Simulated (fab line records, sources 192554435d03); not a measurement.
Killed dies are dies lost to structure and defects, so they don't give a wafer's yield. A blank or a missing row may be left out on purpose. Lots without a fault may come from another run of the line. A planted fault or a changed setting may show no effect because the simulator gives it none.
One fault seen from 2 desks | flow n5_finfet | each desk has only its own numbers; what lay behind them comes last

THE METROLOGY DESK
What the gauges read, lot by lot, whatever tool the lot ran on: means of the sampled wafers that have a number. A lot is out of limits, marked OUT, if its mean lies more than 4 standard deviations from the usual mean; the brackets give that distance. Of its 12 readings 7 are shown: those that lie furthest out on some lot.
Columns: A = DIBL_N at N5_BEOL_M4_RC_MEAS_101, usual 35.8 mV/V; B = DIBL_P at N5_BEOL_M4_RC_MEAS_101, usual 36.0 mV/V; C = IOFF_N at N5_BEOL_M4_RC_MEAS_101, usual 0.153 nA/um; D = ION_N at N5_BEOL_M4_RC_MEAS_101, usual 673 uA/um; E = SS_N at N5_BEOL_M4_RC_MEAS_101, usual 71.4 mV/dec; F = SS_P at N5_BEOL_M4_RC_MEAS_101, usual 73.2 mV/dec; G = VT_N at N5_BEOL_M4_RC_MEAS_101, usual 250 mV
lot  | first seen here | A    | B    | C     | D   | E    | F    | G
L507 | day 8 01:25     | 36.2 | 37.2 | 0.171 | 682 | 71.0 | 73.6 | 248
L508 | day 8 09:25     | 36.1 | 36.6 | 0.147 | 673 | 71.5 | 73.0 | 252
L510 | day 9 00:14     | 38.1 | 37.6 | 0.171 | 681 | 71.9 | 73.7 | 251
L512 | day 9 06:33     | 33.9 | 34.7 | 0.131 | 670 | 71.2 | 72.7 | 251
L514 | day 9 15:46     | 32.9 | 32.2 | 0.108 | 653 | 70.4 | 72.3 | 254
L515 | day 9 19:12     | 34.9 | 33.8 | 0.123 | 660 | 71.2 | 73.1 | 255
L516 | day 10 08:57    | 35.6 | 36.2 | 0.152 | 682 | 71.4 | 72.9 | 248
L519 | day 11 00:41    | 33.5 | 32.5 | 0.113 | 658 | 71.0 | 72.1 | 254
L520 | day 11 11:49    | 34.5 | 35.3 | 0.148 | 675 | 71.4 | 72.9 | 251
L530 | day 13 18:08    | 36.0 | 34.2 | 0.147 | 669 | 71.3 | 73.2 | 250
This desk's finding: nothing out of limits on any of the 10 lots.

THE TOOL OWNER'S DESK: vapor_etch-02
The tool's own readings at N5_BEOL_M0_SAQP_RECESS_114 (chemistry HF/NH3, target SiO2, target depth 14.4 nm, afs cycles 3, sublimation time 60 s): means of the sampled wafers that have a number, for each lot that ran on this tool. A lot is out of limits, marked OUT, if its mean lies more than 4 standard deviations from the usual mean; the brackets give that distance.
Columns: A = drypump_motor_current_A at N5_BEOL_M0_SAQP_RECESS_114, usual 5.3 A
lot  | first seen here | A
L507 | day 5 11:51     | 5.0
L508 | day 5 16:42     | 5.0
L510 | day 6 09:40     | 5.0
L514 | day 7 04:11     | 4.9
L515 | day 7 16:46     | 4.9
L516 | day 7 18:26     | 5.0
L519 | day 8 16:32     | 5.2
L520 | day 8 21:51     | 5.0
L530 | day 11 08:47    | 5.0
This desk's finding: nothing out of limits on any of the 9 lots.

PUT TOGETHER
The metrology desk saw nothing out of limits.
The tool owner's desk saw nothing out of limits.

WHAT THE SIMULATOR HAD PUT IN
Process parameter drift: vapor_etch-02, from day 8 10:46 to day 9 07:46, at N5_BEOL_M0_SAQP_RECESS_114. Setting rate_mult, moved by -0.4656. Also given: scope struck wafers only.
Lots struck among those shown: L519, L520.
